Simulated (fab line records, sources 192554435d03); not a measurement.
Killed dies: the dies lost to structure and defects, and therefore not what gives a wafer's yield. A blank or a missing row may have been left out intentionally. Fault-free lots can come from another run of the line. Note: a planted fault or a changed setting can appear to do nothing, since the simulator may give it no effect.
Split-lot experiment + flow n5 finfet + route with 1938 steps; 7 lots, 21 wafers read

ABOUT THE SPLIT
At N5_BEOL_M0_ETCH_109 (etches SiCN in CH3F/O2, target depth 8 nm, overetch 2.4 nm, time 27.4 s), the setting bias w was moved away from the recipe's 75 W on 7 of the 21 wafers read, by -14.1% to +12.9%. All remaining wafers had this setting at the recipe value.

The reading is taken at the split's own step.

THE READING
rf vpp V, in V, at N5_BEOL_M0_ETCH_109 (etches SiCN in CH3F/O2, target depth 8 nm, overetch 2.4 nm, time 27.4 s). A value of 297.6 V with a standard deviation of 1.5 V is what fault-free wafers of this fab line usually give.

| wafer  | tool, chamber at the split | bias w as run, W | against the recipe | rf vpp V, V | against lot-mates on the recipe |
|--------|----------------------------|------------------|--------------------|-------------|---------------------------------|
| L076.2 | rie diel-04, 3             | 78.9             | +5.2%              | 307.9       | +8.8                            |
| L076.5 | rie diel-04, 0             | 78.9             | +5.2%              | 308.3       | +9.2                            |
| L076.6 | rie diel-04, 3             | 75               | recipe             | 299.1       | -                               |
| L077.1 | rie diel-03, 2             | 75               | recipe             | 295.1       | -                               |
| L077.5 | rie diel-03, 1             | 75               | recipe             | 297.2       | -                               |
| L077.6 | rie diel-03, 0             | 75               | recipe             | 297.2       | -                               |
| L078.3 | rie diel-03, 0             | 75               | recipe             | 296.5       | -                               |
| L078.4 | rie diel-03, 1             | 75               | recipe             | 296.8       | -                               |
| L078.5 | rie diel-03, 0             | 84.64            | +12.9%             | 321.7       | +25.1                           |
| L086.3 | rie diel-03, 3             | 75               | recipe             | 300.7       | -                               |
| L086.4 | rie diel-03, 1             | 75               | recipe             | 294.8       | -                               |
| L086.6 | rie diel-03, 2             | 75               | recipe             | 295.2       | -                               |
| L087.3 | rie diel-03, 3             | 75               | recipe             | 299.8       | -                               |
| L087.5 | rie diel-03, 2             | 75               | recipe             | 295.8       | -                               |
| L087.6 | rie diel-03, 1             | 75               | recipe             | 296.9       | -                               |
| L089.2 | rie diel-04, 1             | 68.45            | -8.7%              | 279.5       | -19.7                           |
| L089.4 | rie diel-04, 3             | 68.45            | -8.7%              | 281.2       | -18.0                           |
| L089.6 | rie diel-04, 3             | 75               | recipe             | 299.2       | -                               |
| L096.2 | rie diel-04, 1             | 64.43            | -14.1%             | 270.9       | -28.0                           |
| L096.5 | rie diel-04, 1             | 64.43            | -14.1%             | 271.0       | -27.9                           |
| L096.6 | rie diel-04, 0             | 75               | recipe             | 298.9       | -                               |

THE FIT
A straight line over all 21 wafers: rf vpp V changes by +1.91 V for each +1% of bias w; r = +0.99; the points scatter about the line by 1.6 V.
The same after taking each lot's own level away (the mean of its wafers on the recipe; 21 wafers): +1.98 V for each +1%; r = +0.99; scatter 1.5 V.
Per that fit: largest bias w move, reading shift of 28 V.
Across the lots, their own levels run from 296.50 to 299.20 V, a range of 1.8 times the standard deviation given above.
Hence the lot-to-lot level has little effect on the slope; both slopes agree.
Check: for one of the wafers moved furthest among these (-14.1%), held out of the fit, the line's prediction against its lot-mates is -28.4 V. It came out at -28 V against them.
Tool readings at the split's step, against how far the setting was moved: rf vpp V r = +0.99.

THE OTHER SPLITS THESE WAFERS WENT THROUGH
Note: prior to the reading, these wafers also went through further splits. Each is held against what the fit with the lots' levels taken away leaves over:
| other split on the same wafers         | wafers away from the commonest value | r with rf vpp V (lot level and that fit taken away) |
|----------------------------------------|--------------------------------------|-----------------------------------------------------|
| N5_WELL_APT_COAT_02 spin rpm           | 4                                    | +0.15                                               |
| N5_DUMMY_GATE_COAT_28 spin rpm         | 9                                    | -0.03                                               |
| N5_DUMMY_GATE_COAT_09 spin rpm         | 9                                    | +0.04                                               |
| N5_SDB_ALD_29 ald cycles               | 8                                    | +0.03                                               |
| N5_HKMG_FIN_ETCH_32 bias w             | 3                                    | +0.07                                               |
| N5_BEOL_M0_SAQP_HM_DEP_02 target thk a | 6                                    | -0.30                                               |
| N5_BEOL_M0_SAQP_COAT_08 spin rpm       | 11                                   | +0.15                                               |

THE FILE'S OWN FIT
rf vpp V changes by +1.99 V for each +1% of bias w, r = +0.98.
